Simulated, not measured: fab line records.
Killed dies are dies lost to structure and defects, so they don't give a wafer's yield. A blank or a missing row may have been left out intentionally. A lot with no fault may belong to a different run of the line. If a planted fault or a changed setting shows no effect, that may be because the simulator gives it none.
What tool caused it? || flow n5_finfet || 45 wafers from 15 lots sampled at 4 of the route's 1938 steps

== WHAT THE GAUGES READ, wafer by wafer ==
Not one reading of a measure or inspect step in the record can be checked against a usual standard deviation.

== WHICH TOOL RAN EACH LOT (tool, then ch and the chambers of the sampled wafers, then the start) ==
{"lot": "L147", "N5_BEOL_M9_DESCUM_16": "rie_diel-06 ch 0,3, day 9 09:39", "N5_BEOL_M9_HM_OPEN_17": "rie_metal-03 ch 0,1, day 9 09:55", "N5_BEOL_M9_DEVELOP_27": "litho_track-01 ch 0, day 9 12:55", "N5_BEOL_M9_DESCUM_33": "rie_diel-01 ch 1,2, day 9 13:08"}
{"lot": "L149", "N5_BEOL_M9_DESCUM_16": "rie_diel-01 ch 0,1,3, day 9 17:17", "N5_BEOL_M9_HM_OPEN_17": "rie_metal-03 ch 0,1, day 9 17:34", "N5_BEOL_M9_DEVELOP_27": "litho_track-03 ch 0, day 9 18:27", "N5_BEOL_M9_DESCUM_33": "rie_diel-06 ch 0,1,2, day 9 18:38"}
{"lot": "L150", "N5_BEOL_M9_DESCUM_16": "rie_diel-06 ch 0,1,2, day 10 01:18", "N5_BEOL_M9_HM_OPEN_17": "rie_metal-02 ch 0,1, day 10 01:34", "N5_BEOL_M9_DEVELOP_27": "litho_track-01, day 10 03:32", "N5_BEOL_M9_DESCUM_33": "rie_diel-02 ch 0,3, day 10 03:43"}
{"lot": "L151", "N5_BEOL_M9_DESCUM_16": "rie_diel-06 ch 1,2,3, day 10 12:34", "N5_BEOL_M9_HM_OPEN_17": "rie_metal-01 ch 0,1, day 10 12:50", "N5_BEOL_M9_DEVELOP_27": "litho_track-04, day 10 13:58", "N5_BEOL_M9_DESCUM_33": "rie_diel-02 ch 1,3, day 10 14:09"}
{"lot": "L152", "N5_BEOL_M9_DESCUM_16": "rie_diel-02 ch 1,2,3, day 10 20:04", "N5_BEOL_M9_HM_OPEN_17": "rie_metal-01 ch 0,1, day 10 20:20", "N5_BEOL_M9_DEVELOP_27": "litho_track-01, day 10 21:20", "N5_BEOL_M9_DESCUM_33": "rie_diel-06 ch 0,1,3, day 10 21:32"}
{"lot": "L153", "N5_BEOL_M9_DESCUM_16": "rie_diel-06 ch 0,1,3, day 10 22:41", "N5_BEOL_M9_HM_OPEN_17": "rie_metal-01 ch 0,1, day 10 22:59", "N5_BEOL_M9_DEVELOP_27": "litho_track-01 ch 0, day 11 01:09", "N5_BEOL_M9_DESCUM_33": "rie_diel-02 ch 1,2,3, day 11 01:20"}
{"lot": "L157", "N5_BEOL_M9_DESCUM_16": "rie_diel-01 ch 0,1, day 11 21:54", "N5_BEOL_M9_HM_OPEN_17": "rie_metal-01 ch 0,1, day 11 22:11", "N5_BEOL_M9_DEVELOP_27": "litho_track-04 ch 0, day 11 23:35", "N5_BEOL_M9_DESCUM_33": "rie_diel-06 ch 2,3, day 11 23:46"}
{"lot": "L161", "N5_BEOL_M9_DESCUM_16": "rie_diel-01 ch 0,3, day 14 01:08", "N5_BEOL_M9_HM_OPEN_17": "rie_metal-03 ch 0, day 14 01:25", "N5_BEOL_M9_DEVELOP_27": "litho_track-03 ch 0, day 14 03:22", "N5_BEOL_M9_DESCUM_33": "rie_diel-06 ch 1,2,3, day 14 03:34"}
{"lot": "L163", "N5_BEOL_M9_DESCUM_16": "rie_diel-01 ch 0,2, day 14 05:24", "N5_BEOL_M9_HM_OPEN_17": "rie_metal-03 ch 0, day 14 05:44", "N5_BEOL_M9_DEVELOP_27": "litho_track-03 ch 0, day 14 09:43", "N5_BEOL_M9_DESCUM_33": "rie_diel-02 ch 0,1,2, day 14 09:53"}
{"lot": "L164", "N5_BEOL_M9_DESCUM_16": "rie_diel-06 ch 0,3, day 14 11:06", "N5_BEOL_M9_HM_OPEN_17": "rie_metal-01 ch 0,1, day 14 11:22", "N5_BEOL_M9_DEVELOP_27": "litho_track-03 ch 0, day 14 12:56", "N5_BEOL_M9_DESCUM_33": "rie_diel-01 ch 0,2,3, day 14 13:07"}
{"lot": "L165", "N5_BEOL_M9_DESCUM_16": "rie_diel-01 ch 2,3, day 14 11:11", "N5_BEOL_M9_HM_OPEN_17": "rie_metal-02 ch 0,1, day 14 11:27", "N5_BEOL_M9_DEVELOP_27": "litho_track-01 ch 0, day 14 12:58", "N5_BEOL_M9_DESCUM_33": "rie_diel-02 ch 0,2,3, day 14 13:09"}
{"lot": "L167", "N5_BEOL_M9_DESCUM_16": "rie_diel-01 ch 0,2,3, day 15 09:19", "N5_BEOL_M9_HM_OPEN_17": "rie_metal-01 ch 0,1, day 15 09:35", "N5_BEOL_M9_DEVELOP_27": "litho_track-01 ch 0, day 15 10:07", "N5_BEOL_M9_DESCUM_33": "rie_diel-02 ch 1,2, day 15 10:18"}
{"lot": "L170", "N5_BEOL_M9_DESCUM_16": "rie_diel-01 ch 0,1,2, day 15 12:54", "N5_BEOL_M9_HM_OPEN_17": "rie_metal-01 ch 0,1, day 15 13:10", "N5_BEOL_M9_DEVELOP_27": "litho_track-04 ch 0, day 15 14:52", "N5_BEOL_M9_DESCUM_33": "rie_diel-01 ch 0,2,3, day 15 15:03"}
{"lot": "L168", "N5_BEOL_M9_DESCUM_16": "rie_diel-02 ch 0,1,2, day 15 16:38", "N5_BEOL_M9_HM_OPEN_17": "rie_metal-01 ch 0,1, day 15 16:56", "N5_BEOL_M9_DEVELOP_27": "litho_track-01 ch 0, day 15 17:53", "N5_BEOL_M9_DESCUM_33": "rie_diel-06 ch 0,1,2, day 15 18:04"}
{"lot": "L169", "N5_BEOL_M9_DESCUM_16": "rie_diel-06 ch 0,2, day 15 17:04", "N5_BEOL_M9_HM_OPEN_17": "rie_metal-01 ch 0,1, day 15 17:20", "N5_BEOL_M9_DEVELOP_27": "litho_track-01 ch 0, day 15 18:02", "N5_BEOL_M9_DESCUM_33": "rie_diel-01 ch 1,3, day 15 18:13"}
- N5_BEOL_M9_DESCUM_16: chemistry O2, time 7.9 s.
- N5_BEOL_M9_HM_OPEN_17: chemistry Cl2/BCl3, target TiN, target depth 20 nm, overetch 6 nm.
- N5_BEOL_M9_DEVELOP_27: develop time 30 s.
- N5_BEOL_M9_DESCUM_33: chemistry O2, time 7 s.

== WHAT THE TOOLS THEMSELVES READ (means of the sampled wafers that have a number; where no wafer has one, the mark that the record gives instead) ==
N5_BEOL_M9_DESCUM_16. Usual: chamber_pressure_mTorr 19.998 mTorr, standard deviation 0.018; drypump_motor_current_A 5.52 A, standard deviation 0.24; oes_product_au 0.81 a.u., standard deviation 0.1; rf_fwd_power_W 49.31 W, standard deviation 0.28; rf_vpp_V 243.4 V, standard deviation 1.4; showerhead_plenum_p_Torr 2.10 Torr, standard deviation 0.067; throttle_valve_pct 20.42 %, standard deviation 0.24.
{"lot": "L147", "tool": "rie_diel-06", "chamber_pressure_mTorr (mTorr)": 20.000, "drypump_motor_current_A (A)": 5.81, "oes_product_au (a.u.)": 0.75, "rf_fwd_power_W (W)": 49.38, "rf_vpp_V (V)": 243.4, "showerhead_plenum_p_Torr (Torr)": 2.11, "throttle_valve_pct (%)": 20.42, "flag": ""}
{"lot": "L149", "tool": "rie_diel-01", "chamber_pressure_mTorr (mTorr)": 19.998, "drypump_motor_current_A (A)": 5.36, "oes_product_au (a.u.)": 0.86, "rf_fwd_power_W (W)": 49.16, "rf_vpp_V (V)": 242.6, "showerhead_plenum_p_Torr (Torr)": 2.10, "throttle_valve_pct (%)": 20.44, "flag": ""}
{"lot": "L150", "tool": "rie_diel-06", "chamber_pressure_mTorr (mTorr)": 20.004, "drypump_motor_current_A (A)": 5.51, "oes_product_au (a.u.)": 0.70, "rf_fwd_power_W (W)": 49.18, "rf_vpp_V (V)": 242.9, "showerhead_plenum_p_Torr (Torr)": 2.10, "throttle_valve_pct (%)": 20.48, "flag": ""}
{"lot": "L151", "tool": "rie_diel-06", "chamber_pressure_mTorr (mTorr)": 19.977, "drypump_motor_current_A (A)": 5.53, "oes_product_au (a.u.)": 0.75, "rf_fwd_power_W (W)": 49.13, "rf_vpp_V (V)": 243.7, "showerhead_plenum_p_Torr (Torr)": 2.15, "throttle_valve_pct (%)": 20.34, "flag": ""}
{"lot": "L152", "tool": "rie_diel-02", "chamber_pressure_mTorr (mTorr)": 19.996, "drypump_motor_current_A (A)": 5.61, "oes_product_au (a.u.)": 0.79, "rf_fwd_power_W (W)": 49.32, "rf_vpp_V (V)": 242.5, "showerhead_plenum_p_Torr (Torr)": 2.05, "throttle_valve_pct (%)": 20.31, "flag": ""}
{"lot": "L153", "tool": "rie_diel-06", "chamber_pressure_mTorr (mTorr)": 20.001, "drypump_motor_current_A (A)": 5.66, "oes_product_au (a.u.)": 0.73, "rf_fwd_power_W (W)": 49.24, "rf_vpp_V (V)": 244.4, "showerhead_plenum_p_Torr (Torr)": 2.11, "throttle_valve_pct (%)": 20.45, "flag": ""}
{"lot": "L157", "tool": "rie_diel-01", "chamber_pressure_mTorr (mTorr)": 20.007, "drypump_motor_current_A (A)": 5.43, "oes_product_au (a.u.)": 0.86, "rf_fwd_power_W (W)": 49.54, "rf_vpp_V (V)": 243.7, "showerhead_plenum_p_Torr (Torr)": 2.10, "throttle_valve_pct (%)": 20.22, "flag": ""}
{"lot": "L161", "tool": "rie_diel-01", "chamber_pressure_mTorr (mTorr)": 20.011, "drypump_motor_current_A (A)": 5.25, "oes_product_au (a.u.)": 0.78, "rf_fwd_power_W (W)": 48.94, "rf_vpp_V (V)": 243.1, "showerhead_plenum_p_Torr (Torr)": 2.08, "throttle_valve_pct (%)": 20.71, "flag": ""}
{"lot": "L163", "tool": "rie_diel-01", "chamber_pressure_mTorr (mTorr)": 19.995, "drypump_motor_current_A (A)": 5.61, "oes_product_au (a.u.)": 0.86, "rf_fwd_power_W (W)": 49.59, "rf_vpp_V (V)": 242.8, "showerhead_plenum_p_Torr (Torr)": 2.09, "throttle_valve_pct (%)": 20.59, "flag": ""}
{"lot": "L164", "tool": "rie_diel-06", "chamber_pressure_mTorr (mTorr)": 19.990, "drypump_motor_current_A (A)": 5.83, "oes_product_au (a.u.)": 0.85, "rf_fwd_power_W (W)": 49.39, "rf_vpp_V (V)": 244.6, "showerhead_plenum_p_Torr (Torr)": 2.15, "throttle_valve_pct (%)": 20.19, "flag": ""}
{"lot": "L165", "tool": "rie_diel-01", "chamber_pressure_mTorr (mTorr)": 20.007, "drypump_motor_current_A (A)": 5.35, "oes_product_au (a.u.)": 0.84, "rf_fwd_power_W (W)": 49.23, "rf_vpp_V (V)": 244.1, "showerhead_plenum_p_Torr (Torr)": 2.13, "throttle_valve_pct (%)": 20.68, "flag": ""}
{"lot": "L167", "tool": "rie_diel-01", "chamber_pressure_mTorr (mTorr)": 19.989, "drypump_motor_current_A (A)": 5.44, "oes_product_au (a.u.)": 0.81, "rf_fwd_power_W (W)": 49.28, "rf_vpp_V (V)": 242.9, "showerhead_plenum_p_Torr (Torr)": 2.08, "throttle_valve_pct (%)": 20.67, "flag": ""}
{"lot": "L170", "tool": "rie_diel-01", "chamber_pressure_mTorr (mTorr)": 19.996, "drypump_motor_current_A (A)": 5.54, "oes_product_au (a.u.)": 0.85, "rf_fwd_power_W (W)": 49.60, "rf_vpp_V (V)": 242.8, "showerhead_plenum_p_Torr (Torr)": 2.09, "throttle_valve_pct (%)": 20.44, "flag": ""}
{"lot": "L168", "tool": "rie_diel-02", "chamber_pressure_mTorr (mTorr)": 20.007, "drypump_motor_current_A (A)": 5.52, "oes_product_au (a.u.)": 0.80, "rf_fwd_power_W (W)": 49.56, "rf_vpp_V (V)": 243.2, "showerhead_plenum_p_Torr (Torr)": 2.09, "throttle_valve_pct (%)": 20.29, "flag": ""}
{"lot": "L169", "tool": "rie_diel-06", "chamber_pressure_mTorr (mTorr)": 19.994, "drypump_motor_current_A (A)": 5.65, "oes_product_au (a.u.)": 0.84, "rf_fwd_power_W (W)": 49.02, "rf_vpp_V (V)": 242.9, "showerhead_plenum_p_Torr (Torr)": 2.08, "throttle_valve_pct (%)": 20.29, "flag": ""}

N5_BEOL_M9_HM_OPEN_17. Usual: chamber_pressure_mTorr 9.999 mTorr, standard deviation 0.0093; drypump_motor_current_A 5.2 A, standard deviation 0.42; oes_ar_750_au 0.72 a.u., standard deviation 0.068; oes_product_au 0.62 a.u., standard deviation 0.055; rf_fwd_power_W 992 W, standard deviation 3.3; throttle_valve_pct 22.1 %, standard deviation 0.31.
{"lot": "L147", "tool": "rie_metal-03", "chamber_pressure_mTorr (mTorr)": 10.012, "drypump_motor_current_A (A)": 5.2, "oes_ar_750_au (a.u.)": 0.67, "oes_product_au (a.u.)": 0.58, "rf_fwd_power_W (W)": 994, "throttle_valve_pct (%)": 22.3, "flag": ""}
{"lot": "L149", "tool": "rie_metal-03", "chamber_pressure_mTorr (mTorr)": 9.995, "drypump_motor_current_A (A)": 5.2, "oes_ar_750_au (a.u.)": 0.67, "oes_product_au (a.u.)": 0.58, "rf_fwd_power_W (W)": 992, "throttle_valve_pct (%)": 22.3, "flag": ""}
{"lot": "L150", "tool": "rie_metal-02", "chamber_pressure_mTorr (mTorr)": 10.000, "drypump_motor_current_A (A)": 5.8, "oes_ar_750_au (a.u.)": 0.79, "oes_product_au (a.u.)": 0.66, "rf_fwd_power_W (W)": 990, "throttle_valve_pct (%)": 21.9, "flag": ""}
{"lot": "L151", "tool": "rie_metal-01", "chamber_pressure_mTorr (mTorr)": 10.000, "drypump_motor_current_A (A)": 5.0, "oes_ar_750_au (a.u.)": 0.78, "oes_product_au (a.u.)": 0.68, "rf_fwd_power_W (W)": 995, "throttle_valve_pct (%)": 21.8, "flag": ""}
{"lot": "L152", "tool": "rie_metal-01", "chamber_pressure_mTorr (mTorr)": 9.994, "drypump_motor_current_A (A)": 5.0, "oes_ar_750_au (a.u.)": 0.78, "oes_product_au (a.u.)": 0.68, "rf_fwd_power_W (W)": 994, "throttle_valve_pct (%)": 21.8, "flag": ""}
{"lot": "L153", "tool": "rie_metal-01", "chamber_pressure_mTorr (mTorr)": 9.996, "drypump_motor_current_A (A)": 5.0, "oes_ar_750_au (a.u.)": 0.78, "oes_product_au (a.u.)": 0.69, "rf_fwd_power_W (W)": 993, "throttle_valve_pct (%)": 21.8, "flag": ""}
{"lot": "L157", "tool": "rie_metal-01", "chamber_pressure_mTorr (mTorr)": 9.998, "drypump_motor_current_A (A)": 4.9, "oes_ar_750_au (a.u.)": 0.74, "oes_product_au (a.u.)": 0.64, "rf_fwd_power_W (W)": 992, "throttle_valve_pct (%)": 21.9, "flag": ""}
{"lot": "L161", "tool": "rie_metal-03", "chamber_pressure_mTorr (mTorr)": 9.993, "drypump_motor_current_A (A)": 4.8, "oes_ar_750_au (a.u.)": 0.66, "oes_product_au (a.u.)": 0.58, "rf_fwd_power_W (W)": 993, "throttle_valve_pct (%)": 22.2, "flag": ""}
{"lot": "L163", "tool": "rie_metal-03", "chamber_pressure_mTorr (mTorr)": 9.995, "drypump_motor_current_A (A)": 4.8, "oes_ar_750_au (a.u.)": 0.66, "oes_product_au (a.u.)": 0.58, "rf_fwd_power_W (W)": 996, "throttle_valve_pct (%)": 22.2, "flag": ""}
{"lot": "L164", "tool": "rie_metal-01", "chamber_pressure_mTorr (mTorr)": 9.998, "drypump_motor_current_A (A)": 5.0, "oes_ar_750_au (a.u.)": 0.77, "oes_product_au (a.u.)": 0.67, "rf_fwd_power_W (W)": 994, "throttle_valve_pct (%)": 21.8, "flag": ""}
{"lot": "L165", "tool": "rie_metal-02", "chamber_pressure_mTorr (mTorr)": 10.006, "drypump_motor_current_A (A)": 5.7, "oes_ar_750_au (a.u.)": 0.74, "oes_product_au (a.u.)": 0.64, "rf_fwd_power_W (W)": 991, "throttle_valve_pct (%)": 22.1, "flag": ""}
{"lot": "L167", "tool": "rie_metal-01", "chamber_pressure_mTorr (mTorr)": 9.993, "drypump_motor_current_A (A)": 5.0, "oes_ar_750_au (a.u.)": 0.77, "oes_product_au (a.u.)": 0.66, "rf_fwd_power_W (W)": 990, "throttle_valve_pct (%)": 21.8, "flag": ""}
{"lot": "L170", "tool": "rie_metal-01", "chamber_pressure_mTorr (mTorr)": 9.993, "drypump_motor_current_A (A)": 4.9, "oes_ar_750_au (a.u.)": 0.72, "oes_product_au (a.u.)": 0.63, "rf_fwd_power_W (W)": 992, "throttle_valve_pct (%)": 21.9, "flag": ""}
{"lot": "L168", "tool": "rie_metal-01", "chamber_pressure_mTorr (mTorr)": 9.997, "drypump_motor_current_A (A)": 5.0, "oes_ar_750_au (a.u.)": 0.76, "oes_product_au (a.u.)": 0.66, "rf_fwd_power_W (W)": 995, "throttle_valve_pct (%)": 21.8, "flag": ""}
{"lot": "L169", "tool": "rie_metal-01", "chamber_pressure_mTorr (mTorr)": 10.007, "drypump_motor_current_A (A)": 5.0, "oes_ar_750_au (a.u.)": 0.76, "oes_product_au (a.u.)": 0.65, "rf_fwd_power_W (W)": 993, "throttle_valve_pct (%)": 21.8, "flag": ""}

N5_BEOL_M9_DEVELOP_27. Usual: chill_plate_temp_C 23.00 C, standard deviation 0.11; exhaust_pa 45.0 Pa, standard deviation 0.93; resist_line_temp_C 23.02 C, standard deviation 0.12.
{"lot": "L147", "tool": "litho_track-01", "chill_plate_temp_C (C)": 22.96, "exhaust_pa (Pa)": 46.3, "resist_line_temp_C (C)": 23.02, "flag": ""}
{"lot": "L149", "tool": "litho_track-03", "chill_plate_temp_C (C)": 23.11, "exhaust_pa (Pa)": 44.9, "resist_line_temp_C (C)": 23.17, "flag": ""}
{"lot": "L150", "tool": "litho_track-01", "chill_plate_temp_C (C)": "-", "exhaust_pa (Pa)": "-", "resist_line_temp_C (C)": "-", "flag": "OFF"}
{"lot": "L151", "tool": "litho_track-04", "chill_plate_temp_C (C)": "-", "exhaust_pa (Pa)": "-", "resist_line_temp_C (C)": "-", "flag": "OFF"}
{"lot": "L152", "tool": "litho_track-01", "chill_plate_temp_C (C)": "-", "exhaust_pa (Pa)": "-", "resist_line_temp_C (C)": "-", "flag": "OFF"}
{"lot": "L153", "tool": "litho_track-01", "chill_plate_temp_C (C)": 22.97, "exhaust_pa (Pa)": 45.7, "resist_line_temp_C (C)": 23.06, "flag": ""}
{"lot": "L157", "tool": "litho_track-04", "chill_plate_temp_C (C)": 22.94, "exhaust_pa (Pa)": 45.4, "resist_line_temp_C (C)": 22.92, "flag": ""}
{"lot": "L161", "tool": "litho_track-03", "chill_plate_temp_C (C)": 22.99, "exhaust_pa (Pa)": 45.7, "resist_line_temp_C (C)": 22.97, "flag": ""}
{"lot": "L163", "tool": "litho_track-03", "chill_plate_temp_C (C)": 23.11, "exhaust_pa (Pa)": 45.7, "resist_line_temp_C (C)": 23.13, "flag": ""}
{"lot": "L164", "tool": "litho_track-03", "chill_plate_temp_C (C)": 23.08, "exhaust_pa (Pa)": 44.9, "resist_line_temp_C (C)": 23.07, "flag": ""}
{"lot": "L165", "tool": "litho_track-01", "chill_plate_temp_C (C)": 22.99, "exhaust_pa (Pa)": 44.1, "resist_line_temp_C (C)": 23.08, "flag": ""}
{"lot": "L167", "tool": "litho_track-01", "chill_plate_temp_C (C)": 22.95, "exhaust_pa (Pa)": 44.6, "resist_line_temp_C (C)": 23.14, "flag": ""}
{"lot": "L170", "tool": "litho_track-04", "chill_plate_temp_C (C)": 22.96, "exhaust_pa (Pa)": 45.5, "resist_line_temp_C (C)": 23.00, "flag": ""}
{"lot": "L168", "tool": "litho_track-01", "chill_plate_temp_C (C)": 23.18, "exhaust_pa (Pa)": 43.6, "resist_line_temp_C (C)": 22.88, "flag": ""}
{"lot": "L169", "tool": "litho_track-01", "chill_plate_temp_C (C)": 23.01, "exhaust_pa (Pa)": 44.2, "resist_line_temp_C (C)": 22.92, "flag": ""}

N5_BEOL_M9_DESCUM_33. Usual: chamber_pressure_mTorr 19.999 mTorr, standard deviation 0.016; drypump_motor_current_A 5.53 A, standard deviation 0.27; oes_product_au 0.80 a.u., standard deviation 0.095; rf_fwd_power_W 49.36 W, standard deviation 0.26; rf_vpp_V 243.4 V, standard deviation 1.3; showerhead_plenum_p_Torr 2.11 Torr, standard deviation 0.072; throttle_valve_pct 20.38 %, standard deviation 0.22.
{"lot": "L147", "tool": "rie_diel-01", "chamber_pressure_mTorr (mTorr)": 20.012, "drypump_motor_current_A (A)": 5.67, "oes_product_au (a.u.)": 0.78, "rf_fwd_power_W (W)": 49.58, "rf_vpp_V (V)": 243.8, "showerhead_plenum_p_Torr (Torr)": 2.15, "throttle_valve_pct (%)": 20.59, "flag": ""}
{"lot": "L149", "tool": "rie_diel-06", "chamber_pressure_mTorr (mTorr)": 20.011, "drypump_motor_current_A (A)": 5.48, "oes_product_au (a.u.)": 0.69, "rf_fwd_power_W (W)": 49.20, "rf_vpp_V (V)": 243.1, "showerhead_plenum_p_Torr (Torr)": 2.10, "throttle_valve_pct (%)": 20.48, "flag": ""}
{"lot": "L150", "tool": "rie_diel-02", "chamber_pressure_mTorr (mTorr)": 20.002, "drypump_motor_current_A (A)": 5.17, "oes_product_au (a.u.)": 0.70, "rf_fwd_power_W (W)": 49.45, "rf_vpp_V (V)": 243.0, "showerhead_plenum_p_Torr (Torr)": 2.11, "throttle_valve_pct (%)": 20.58, "flag": ""}
{"lot": "L151", "tool": "rie_diel-02", "chamber_pressure_mTorr (mTorr)": 19.995, "drypump_motor_current_A (A)": 5.43, "oes_product_au (a.u.)": 0.76, "rf_fwd_power_W (W)": 49.35, "rf_vpp_V (V)": 241.8, "showerhead_plenum_p_Torr (Torr)": 2.01, "throttle_valve_pct (%)": 20.48, "flag": ""}
{"lot": "L152", "tool": "rie_diel-06", "chamber_pressure_mTorr (mTorr)": 19.993, "drypump_motor_current_A (A)": 5.67, "oes_product_au (a.u.)": 0.73, "rf_fwd_power_W (W)": 49.36, "rf_vpp_V (V)": 243.9, "showerhead_plenum_p_Torr (Torr)": 2.11, "throttle_valve_pct (%)": 20.43, "flag": ""}
{"lot": "L153", "tool": "rie_diel-02", "chamber_pressure_mTorr (mTorr)": 20.006, "drypump_motor_current_A (A)": 5.62, "oes_product_au (a.u.)": 0.79, "rf_fwd_power_W (W)": 49.18, "rf_vpp_V (V)": 242.1, "showerhead_plenum_p_Torr (Torr)": 2.05, "throttle_valve_pct (%)": 20.32, "flag": ""}
{"lot": "L157", "tool": "rie_diel-06", "chamber_pressure_mTorr (mTorr)": 19.995, "drypump_motor_current_A (A)": 5.73, "oes_product_au (a.u.)": 0.79, "rf_fwd_power_W (W)": 49.41, "rf_vpp_V (V)": 244.3, "showerhead_plenum_p_Torr (Torr)": 2.20, "throttle_valve_pct (%)": 20.19, "flag": ""}
{"lot": "L161", "tool": "rie_diel-06", "chamber_pressure_mTorr (mTorr)": 19.979, "drypump_motor_current_A (A)": 5.53, "oes_product_au (a.u.)": 0.73, "rf_fwd_power_W (W)": 49.19, "rf_vpp_V (V)": 243.0, "showerhead_plenum_p_Torr (Torr)": 2.14, "throttle_valve_pct (%)": 20.37, "flag": ""}
{"lot": "L163", "tool": "rie_diel-02", "chamber_pressure_mTorr (mTorr)": 20.010, "drypump_motor_current_A (A)": 5.53, "oes_product_au (a.u.)": 0.83, "rf_fwd_power_W (W)": 49.54, "rf_vpp_V (V)": 243.7, "showerhead_plenum_p_Torr (Torr)": 2.09, "throttle_valve_pct (%)": 20.27, "flag": ""}
{"lot": "L164", "tool": "rie_diel-01", "chamber_pressure_mTorr (mTorr)": 19.994, "drypump_motor_current_A (A)": 5.43, "oes_product_au (a.u.)": 0.82, "rf_fwd_power_W (W)": 49.32, "rf_vpp_V (V)": 243.3, "showerhead_plenum_p_Torr (Torr)": 2.09, "throttle_valve_pct (%)": 20.65, "flag": ""}
{"lot": "L165", "tool": "rie_diel-02", "chamber_pressure_mTorr (mTorr)": 20.001, "drypump_motor_current_A (A)": 5.42, "oes_product_au (a.u.)": 0.80, "rf_fwd_power_W (W)": 49.22, "rf_vpp_V (V)": 243.4, "showerhead_plenum_p_Torr (Torr)": 2.08, "throttle_valve_pct (%)": 20.28, "flag": ""}
{"lot": "L167", "tool": "rie_diel-02", "chamber_pressure_mTorr (mTorr)": 19.984, "drypump_motor_current_A (A)": 5.71, "oes_product_au (a.u.)": 0.78, "rf_fwd_power_W (W)": 49.39, "rf_vpp_V (V)": 242.2, "showerhead_plenum_p_Torr (Torr)": 2.04, "throttle_valve_pct (%)": 20.37, "flag": ""}
{"lot": "L170", "tool": "rie_diel-01", "chamber_pressure_mTorr (mTorr)": 20.011, "drypump_motor_current_A (A)": 5.45, "oes_product_au (a.u.)": 0.80, "rf_fwd_power_W (W)": 49.34, "rf_vpp_V (V)": 242.2, "showerhead_plenum_p_Torr (Torr)": 2.08, "throttle_valve_pct (%)": 20.66, "flag": ""}
{"lot": "L168", "tool": "rie_diel-06", "chamber_pressure_mTorr (mTorr)": 20.005, "drypump_motor_current_A (A)": 5.48, "oes_product_au (a.u.)": 0.88, "rf_fwd_power_W (W)": 49.26, "rf_vpp_V (V)": 243.9, "showerhead_plenum_p_Torr (Torr)": 2.08, "throttle_valve_pct (%)": 20.27, "flag": ""}
{"lot": "L169", "tool": "rie_diel-01", "chamber_pressure_mTorr (mTorr)": 20.005, "drypump_motor_current_A (A)": 5.38, "oes_product_au (a.u.)": 0.87, "rf_fwd_power_W (W)": 49.42, "rf_vpp_V (V)": 244.7, "showerhead_plenum_p_Torr (Torr)": 2.13, "throttle_valve_pct (%)": 20.29, "flag": ""}

== THE ANSWER, worked out from the rows above alone ==
Rule: a lot is off if the mean of its wafers that have a number lies more than 3 standard deviations from the usual mean. A lot without any number at a reading at which 4 lots or more have one is off too. Where the step has rows for the other lots, those lots are counted as sound. Order of review: gauges by route order, followed by the tools' own readings, for which a lot's mean as printed above is used. The first step at which some lot is off is used, and at that step the reading that is off furthest; a lot without a number counts as furthest.
Off at N5_BEOL_M9_DEVELOP_27 (chill_plate_temp_C): L150, L151, L152. Without a number there: L150, L151, L152.
A tool fits if, at that step or a process step before it, it ran every lot that is off, and no sound lot after the first of them. Not one of the candidates tried fits.

== WHAT WAS PUT IN BY THE SIMULATOR ==
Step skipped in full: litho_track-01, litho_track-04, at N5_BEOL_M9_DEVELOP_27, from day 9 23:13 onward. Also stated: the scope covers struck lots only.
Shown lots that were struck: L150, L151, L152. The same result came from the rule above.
